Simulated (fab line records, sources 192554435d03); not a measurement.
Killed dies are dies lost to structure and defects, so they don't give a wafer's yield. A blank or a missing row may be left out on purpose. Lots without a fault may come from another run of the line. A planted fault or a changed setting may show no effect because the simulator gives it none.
One fault seen from 3 desks | flow n5_finfet | each desk has only its own numbers; what lay behind them comes last

THE METROLOGY DESK
What the gauges read, lot by lot, whatever tool the lot ran on: means of the sampled wafers that have a number. A lot is out of limits, marked OUT, if its mean lies more than 4 standard deviations from the usual mean; the brackets give that distance. Of its 10 readings 7 are shown: those that lie furthest out on some lot.
Columns: A = DIBL_N at N5_BEOL_M4_RC_MEAS_101, usual 36.6 mV/V; B = DIBL_P at N5_BEOL_M4_RC_MEAS_101, usual 36.3 mV/V; C = IOFF_N at N5_BEOL_M4_RC_MEAS_101, usual 0.16 nA/um; D = ION_N at N5_BEOL_M4_RC_MEAS_101, usual 671 uA/um; E = ION_P at N5_BEOL_M4_RC_MEAS_101, usual 460 uA/um; F = SS_P at N5_BEOL_M4_RC_MEAS_101, usual 73.3 mV/dec; G = VT_P at N5_BEOL_M4_RC_MEAS_101, usual -250 mV
lot  | first seen here | A    | B    | C    | D   | E   | F    | G
L590 | day 8 17:24     | 37.6 | 37.1 | 0.17 | 672 | 456 | 73.1 | -251
L603 | day 12 08:31    | 33.7 | 33.8 | 0.14 | 673 | 462 | 73.3 | -249
L604 | day 12 11:19    | 34.8 | 35.4 | 0.14 | 668 | 455 | 72.8 | -252
L606 | day 12 18:53    | 36.4 | 36.2 | 0.17 | 675 | 462 | 73.3 | -253
L607 | day 13 02:47    | 35.0 | 33.4 | 0.13 | 657 | 456 | 72.5 | -249
This desk's finding: nothing out of limits on any of the 5 lots.

THE DEFECT DESK
What the inspections along the route counted, lot by lot: means of the sampled wafers that have a number. A lot is out of limits, marked OUT, if its mean lies more than 4 standard deviations from the usual mean; the brackets give that distance.
Columns: A = raw_defect_count at N5_BEOL_M0_INSPECT_127, usual 72; B = raw_defect_count at N5_BEOL_M1_INSPECT_13, usual 433; C = raw_defect_count at N5_BEOL_M1_INSPECT_30, usual 440
lot  | first seen here | A             | B   | C
L590 | day 7 02:17     | 76            | 441 | 443
L604 | day 10 09:38    | 54            | 362 | 363
L603 | day 10 10:06    | 360 (+12) OUT | 759 | 770
L606 | day 10 22:14    | 388 (+13) OUT | 768 | 834
L607 | day 11 05:22    | 396 (+13) OUT | 831 | 865
This desk's finding: out of limits on L603, L606, L607; first on L603, day 10 10:06 (raw_defect_count at N5_BEOL_M0_INSPECT_127). In limits: L590, L604.

THE TOOL OWNER'S DESK: cvd_co-01
The tool's own readings at N5_BEOL_M0_CO_CAP_123 (material Co, precursor CCTBA/H2, target thk 2 nm, time 102.1 s): means of the sampled wafers that have a number, for each lot that ran on this tool. A lot is out of limits, marked OUT, if its mean lies more than 4 standard deviations from the usual mean; the brackets give that distance.
Columns: A = heater_power_w at N5_BEOL_M0_CO_CAP_123, usual 235 W
lot  | first seen here | A
L590 | day 7 02:05     | 222
L603 | day 10 09:53    | 216
L606 | day 10 22:01    | 226
L607 | day 11 05:10    | 231
This desk's finding: nothing out of limits on any of the 4 lots.

PUT TOGETHER
The defect desk could have raised an alarm at day 10 10:06, on L603, L606, L607.
The metrology desk saw nothing out of limits.
The tool owner's desk saw nothing out of limits.
The metrology desk has L603, L606, L607 on record, within its limits.
The tool owner's desk has L603, L606, L607 on record, within its limits.
Of the lots named, all ran N5_BEOL_M0_CO_CAP_123 on cvd_co-01.

WHAT THE SIMULATOR HAD PUT IN
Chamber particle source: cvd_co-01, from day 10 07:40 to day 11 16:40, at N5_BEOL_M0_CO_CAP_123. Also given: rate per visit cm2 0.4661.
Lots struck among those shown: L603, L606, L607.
Hours from the fault's start to each desk's first reading out of limits: the defect desk, 2.
